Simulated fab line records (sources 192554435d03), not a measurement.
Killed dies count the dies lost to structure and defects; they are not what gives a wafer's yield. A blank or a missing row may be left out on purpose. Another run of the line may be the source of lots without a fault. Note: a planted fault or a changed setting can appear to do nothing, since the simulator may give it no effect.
Which tool was responsible? | flow n5 finfet | 6 lots, 18 wafers sampled, at 8 steps of a route of 1938

## WHAT THE GAUGES SHOWED, per wafer
N5_BEOL_M11_OCD_MEAS_38.
lot  | measured     | on     | trench depth nm (nm)
L824 | day 11 23:49 | ocd-02 | 146.4 147.3 145.8
L825 | day 12 23:22 | ocd-02 | 148.3 146.7 144.3
L831 | day 13 08:08 | ocd-01 | 138.9 148.7 138.4
L843 | day 17 13:55 | ocd-01 | 149.4 147.4 147.3
L840 | day 18 02:17 | ocd-02 | 147.5 147.7 148.3
L844 | day 18 06:16 | ocd-02 | 145.5 147.7 146.8

N5_BEOL_M11_THK_MEAS_53: measures by xrf.
lot  | measured     | on            | M11_THK (nm)
L824 | day 12 03:18 | film metro-01 | 139.9 141.5 138.6
L825 | day 13 03:41 | film metro-02 | 140.6 139.6 137.7
L831 | day 13 10:29 | film metro-01 | 128.3 138.9 129.6
L843 | day 17 16:11 | film metro-02 | 140.5 138.4 138.2
L840 | day 18 05:58 | film metro-01 | 140.5 139.5 142.1
L844 | day 18 09:34 | film metro-01 | 137.5 138.3 138.1

N5_BEOL_M11_RS_MEAS_57: measurement is done with a four-point probe.
lot  | measured     | on            | M11_RS (ohm/sq)
L824 | day 12 03:26 | film metro-02 | 0.1530 0.1515 0.1543
L825 | day 13 03:49 | film metro-02 | 0.1515 0.1523 0.1547
L831 | day 13 10:37 | film metro-02 | 0.1657 0.1514 0.1641
L843 | day 17 16:19 | film metro-02 | 0.1501 0.1529 0.1524
L840 | day 18 06:06 | film metro-01 | 0.1520 0.1525 0.1498
L844 | day 18 09:41 | film metro-01 | 0.1545 0.1529 0.1528

N5_BEOL_M15_RC_MEAS_101.
lot  | measured     | on        | COMB_M10 (S/m)          | COMB_M11 (S/m)          | COMB_M12 (S/m)          | COMB_M13 (S/m)          | COMB_M14 (S/m)          | COMB_M15 (S/m)          | COMB_M5 (S/m)           | COMB_M6 (S/m)           | COMB_M7 (S/m)           | COMB_M7_max_site (S/m)  | COMB_M8 (S/m)           | COMB_M9 (S/m)              | SERP_M10 (ohm/um) | SERP_M11 (ohm/um) | SERP_M11_max_site (ohm/um) | SERP_M12 (ohm/um) | SERP_M13 (ohm/um) | SERP_M14 (ohm/um) | SERP_M5 (ohm/um) | SERP_M6 (ohm/um) | SERP_M7 (ohm/um) | SERP_M7_max_site (ohm/um) | SERP_M8 (ohm/um) | SERP_M9 (ohm/um)
L824 | day 13 09:59 | prober-02 | 1.9e-11 1.3e-11 1.9e-11 | 1.4e-11 1.6e-11 1.5e-11 | 6.8e-12 5.1e-12 5.2e-12 | 5.5e-12 5.6e-12 6.7e-12 | 5.4e-12 3.8e-12 4.8e-12 | 3.4e-12 3.5e-12 3.3e-12 | 2.4e-11 2.5e-11 3.1e-11 | 2e-11 2.5e-11 3.1e-11   | 2.7e-11 3e-11 2.6e-11   | 4.1e-11 5.2e-11 3.2e-11 | 2.2e-11 2.8e-11 2.8e-11 | 1.44e-11 1.15e-11 1.28e-11 | 3.04 3.07 3.06    | 3.08 3.05 3.13    | 3.19 3.10 3.22             | 0.625 0.631 0.632 | 0.307 0.314 0.313 | 0.168 0.167 0.160 | 41.5 39.9 40.4   | 14.1 13.6 13.3   | 14.5 13.7 13.7   | 15.4 14.4 14.7            | 14.0 14.2 14.1   | 3.09 3.28 3.17
L825 | day 14 14:11 | prober-01 | 1.2e-11 1.8e-11 1.4e-11 | 1e-11 1.7e-11 1.7e-11   | 8.1e-12 6.9e-12 5.8e-12 | 6.2e-12 5.2e-12 5e-12   | 2.3e-12 3e-12 2.7e-12   | 1.8e-12 2.3e-12 2.2e-12 | 3.8e-11 3.3e-11 3.7e-11 | 2.5e-11 3.8e-11 2.8e-11 | 2.6e-11 3.1e-11 2.1e-11 | 3.2e-11 4.3e-11 3.5e-11 | 3.6e-11 1.7e-11 2.9e-11 | 1.35e-11 1.75e-11 1.14e-11 | 3.01 3.04 3.02    | 3.10 3.05 3.13    | 3.15 3.14 3.15             | 0.640 0.631 0.625 | 0.309 0.310 0.316 | 0.155 0.159 0.155 | 36.9 39.5 38.1   | 13.8 13.5 13.7   | 14.3 13.8 14.3   | 14.6 14.9 14.9            | 15.2 14.4 14.1   | 3.04 3.10 3.16
L831 | day 14 13:08 | prober-02 | 1.6e-11 1.6e-11 1.3e-11 | 1.5e-11 1.9e-11 2.4e-11 | 7.8e-12 6.7e-12 7.7e-12 | 5.8e-12 4.4e-12 5.6e-12 | 4.1e-12 4e-12 4.4e-12   | 2.8e-12 2.9e-12 2.9e-12 | 3.2e-11 2.8e-11 2.7e-11 | 2e-11 1.9e-11 2.6e-11   | 1.8e-11 1.9e-11 2.1e-11 | 2e-11 3.4e-11 3.3e-11   | 2.5e-11 3.7e-11 2.8e-11 | 1.39e-11 1.14e-11 1.54e-11 | 3.11 3.13 3.19    | 3.42 3.09 3.34    | 3.47 3.19 3.44             | 0.634 0.653 0.637 | 0.317 0.309 0.314 | 0.166 0.162 0.169 | 40.1 37.8 40.8   | 13.9 13.6 13.9   | 13.8 14.2 14.0   | 14.4 14.4 14.8            | 13.3 13.6 13.5   | 3.08 3.15 3.18
L843 | day 18 17:36 | prober-02 | 1.4e-11 1.4e-11 1.2e-11 | 1.5e-11 1.6e-11 1.3e-11 | 5.6e-12 9.6e-12 9.8e-12 | 5.1e-12 6.3e-12 6.3e-12 | 4.7e-12 3.9e-12 4.8e-12 | 3.3e-12 3.3e-12 2.5e-12 | 3.8e-11 4.6e-11 3.2e-11 | 3.3e-11 3.3e-11 3e-11   | 2.7e-11 3.6e-11 3.3e-11 | 3.7e-11 6e-11 3.8e-11   | 3.3e-11 2.7e-11 2.6e-11 | 1.33e-11 1.71e-11 1.48e-11 | 3.07 3.21 3.10    | 3.05 3.08 3.16    | 3.17 3.21 3.22             | 0.654 0.651 0.643 | 0.309 0.316 0.318 | 0.164 0.163 0.164 | 40.7 39.4 38.0   | 13.3 13.8 13.2   | 14.4 14.3 14.9   | 15.0 14.6 15.6            | 13.9 13.6 13.5   | 2.97 3.07 3.06
L840 | day 19 09:10 | prober-02 | 2.3e-11 2.2e-11 1.4e-11 | 1.5e-11 1.6e-11 1.4e-11 | 4.9e-12 6.3e-12 7.8e-12 | 6.2e-12 6.5e-12 6.6e-12 | 4.7e-12 3.7e-12 4.8e-12 | 2.6e-12 2.9e-12 3.1e-12 | 4.4e-11 3.5e-11 3.4e-11 | 2.7e-11 2.4e-11 2.5e-11 | 2.8e-11 2e-11 2.3e-11   | 3.8e-11 3.1e-11 3.2e-11 | 2.8e-11 1.7e-11 3.2e-11 | 1.61e-11 1.33e-11 1.81e-11 | 3.19 3.17 3.12    | 3.07 3.07 2.97    | 3.15 3.14 3.07             | 0.642 0.645 0.642 | 0.315 0.316 0.316 | 0.167 0.164 0.165 | 40.3 37.3 39.2   | 14.0 13.5 13.4   | 13.6 13.7 14.1   | 14.3 14.9 14.4            | 13.2 13.4 13.3   | 3.01 3.17 3.13
L844 | day 19 19:29 | prober-01 | 2.1e-11 1.8e-11 1.7e-11 | 1.8e-11 1.1e-11 1.2e-11 | 8.1e-12 4.8e-12 5.4e-12 | 6.2e-12 4.6e-12 4.3e-12 | 3.2e-12 2.7e-12 2.7e-12 | 2e-12 2e-12 1.9e-12     | 2.7e-11 2.9e-11 3.4e-11 | 1.9e-11 2e-11 2e-11     | 3.1e-11 1.8e-11 2.7e-11 | 3.7e-11 2.2e-11 3.7e-11 | 2.3e-11 2.1e-11 2.7e-11 | 1.45e-11 1.46e-11 1.33e-11 | 3.14 3.08 3.19    | 3.13 3.14 3.11    | 3.27 3.29 3.19             | 0.661 0.635 0.642 | 0.309 0.314 0.303 | 0.163 0.163 0.163 | 41.0 38.9 38.1   | 13.5 14.1 13.9   | 14.2 14.2 14.3   | 14.5 14.4 15.2            | 13.8 13.4 13.5   | 3.16 3.05 3.03

## EACH LOT AND THE TOOL THAT RAN IT (in order: tool; ch and the chambers of the sampled wafers; start)
lot  | N5_BEOL_M11_STRIP_36               | N5_BEOL_M11_TRENCH_ETCH_37         | N5_BEOL_M11_ETCH_41                           | N5_BEOL_M11_PRE_CLEAN_45
L824 | rie diel-02 ch 0,1, day 11 23:35   | rie diel-02 ch 0,1, day 11 23:38   | rie diel-02 ch 0,1, day 11 23:49 or earlier   | pvd sputter-02, day 12 01:35
L825 | rie diel-02 ch 0,1,2, day 12 23:09 | rie diel-02 ch 0,1,2, day 12 23:11 | rie diel-02 ch 0,1,2, day 12 23:22 or earlier | pvd sputter-01, day 13 02:06
L831 | rie diel-02 ch 1,3, day 13 07:55   | rie diel-02 ch 1,3, day 13 07:57   | rie diel-02 ch 1,3, day 13 08:08 or earlier   | pvd sputter-01, day 13 08:58
L843 | rie diel-02 ch 0,1,2, day 17 13:42 | rie diel-02 ch 0,1,2, day 17 13:44 | rie diel-02 ch 0,1,2, day 17 13:55 or earlier | pvd sputter-02, day 17 14:43
L840 | rie diel-02 ch 1,2,3, day 18 02:04 | rie diel-02 ch 1,2,3, day 18 02:06 | rie diel-02 ch 1,2,3, day 18 02:17 or earlier | pvd sputter-01, day 18 02:55
L844 | rie diel-04 ch 2,3, day 18 06:02   | rie diel-04 ch 2,3, day 18 06:05   | rie diel-04 ch 2,3, day 18 06:16 or earlier   | pvd sputter-01, day 18 08:01
- N5_BEOL_M11_STRIP_36: strips in N2/H2.
- N5_BEOL_M11_TRENCH_ETCH_37: etches SiCOH lowk in C4F6/O2, target depth 148.83 nm, time 48 s.
- N5_BEOL_M11_ETCH_41: etches SiCN in CH3F/O2, target depth 42.6 nm, time 86 s.
- N5_BEOL_M11_PRE_CLEAN_45: time 30 s.

## AS READ BY THE TOOLS THEMSELVES (means over the sampled wafers that have a number; for cases with no such wafer, the mark the record gives instead)
N5_BEOL_M11_STRIP_36.
lot  | tool        | drypump motor current A (A) | oes product au (a.u.) | rf vpp V (V) | showerhead plenum p Torr (Torr) | throttle valve pct (%)
L824 | rie diel-02 | 5.0                         | 0.69                  | 59.3         | 2.63                            | 23.68
L825 | rie diel-02 | 5.0                         | 0.73                  | 57.2         | 2.64                            | 23.90
L831 | rie diel-02 | 5.2                         | 0.75                  | 60.1         | 2.64                            | 23.44
L843 | rie diel-02 | 5.0                         | 0.81                  | 59.1         | 2.63                            | 23.84
L840 | rie diel-02 | 5.1                         | 0.75                  | 58.9         | 2.64                            | 23.78
L844 | rie diel-04 | 5.5                         | 0.86                  | 60.2         | 2.50                            | 23.53

N5_BEOL_M11_TRENCH_ETCH_37.
lot  | tool        | drypump motor current A (A) | oes product au (a.u.) | rf vpp V (V) | showerhead plenum p Torr (Torr) | throttle valve pct (%)
L824 | rie diel-02 | 5.0                         | 0.69                  | 669          | 2.93                            | 20.97
L825 | rie diel-02 | 4.9                         | 0.73                  | 666          | 2.95                            | 21.09
L831 | rie diel-02 | 5.2                         | 0.73                  | 663          | 2.97                            | 20.75
L843 | rie diel-02 | 5.0                         | 0.82                  | 666          | 2.94                            | 21.00
L840 | rie diel-02 | 5.1                         | 0.74                  | 665          | 2.96                            | 21.02
L844 | rie diel-04 | 5.5                         | 0.86                  | 665          | 2.81                            | 20.80

N5_BEOL_M11_ETCH_41.
lot  | tool        | drypump motor current A (A) | oes product au (a.u.) | rf vpp V (V) | showerhead plenum p Torr (Torr) | throttle valve pct (%)
L824 | rie diel-02 | 5.0                         | 0.70                  | 298.8        | 2.07                            | 16.40
L825 | rie diel-02 | 5.0                         | 0.73                  | 298.6        | 2.08                            | 16.48
L831 | rie diel-02 | 5.2                         | 0.75                  | 299.1        | 2.09                            | 16.18
L843 | rie diel-02 | 5.0                         | 0.81                  | 298.1        | 2.07                            | 16.37
L840 | rie diel-02 | 5.1                         | 0.74                  | 300.1        | 2.08                            | 16.41
L844 | rie diel-04 | 5.5                         | 0.86                  | 296.5        | 1.97                            | 16.17

N5_BEOL_M11_PRE_CLEAN_45.
lot  | tool           | heater power w (W) | susceptor temp C (C)
L824 | pvd sputter-02 | 312                | 249.95
L825 | pvd sputter-01 | 332                | 249.97
L831 | pvd sputter-01 | 317                | 250.14
L843 | pvd sputter-02 | 319                | 249.92
L840 | pvd sputter-01 | 319                | 249.91
L844 | pvd sputter-01 | 315                | 250.03

## THE ANSWER, worked out from the rows above alone
Rule: usual is defined by the lots themselves. The widest of any qualifying gaps counts: lots, ordered by their means at a reading, are off when they make up no more than a third of the lots, leave a main group of 4 or more, and stand apart from it by 3 or more times the standard deviation of that group's means. If all means in a main group match to the digits the tables above print for the reading, that group is not used. Also off: a lot with no number at a reading for which 4 or more lots have one. The other lots that the step has rows for count as sound. After the gauges, taken in route order, come the tools' own readings; for these a lot's mean is taken, as printed above. At the first step where some lot is off, the reading lying furthest off is the one used; lots without a number count as furthest.
Off: L831 (N5_BEOL_M11_OCD_MEAS_38, trench depth nm). For the main group the mean is 147.1 nm and the standard deviation 0.69.
A tool fits if, at a process step before that reading, it ran every lot that is off, and no sound lot after the first of them. The gauges at N5_BEOL_M11_OCD_MEAS_38 aren't tried: what is off there is off at N5_BEOL_M11_THK_MEAS_53 too, on other tools, and a gauge's error can't cause that. With no start given for some of its lots, N5_BEOL_M11_ETCH_41 uses the hours and lot order of N5_BEOL_M11_OCD_MEAS_38. No candidate that was tried fits.

## WHAT THE SIMULATOR HAD INSERTED
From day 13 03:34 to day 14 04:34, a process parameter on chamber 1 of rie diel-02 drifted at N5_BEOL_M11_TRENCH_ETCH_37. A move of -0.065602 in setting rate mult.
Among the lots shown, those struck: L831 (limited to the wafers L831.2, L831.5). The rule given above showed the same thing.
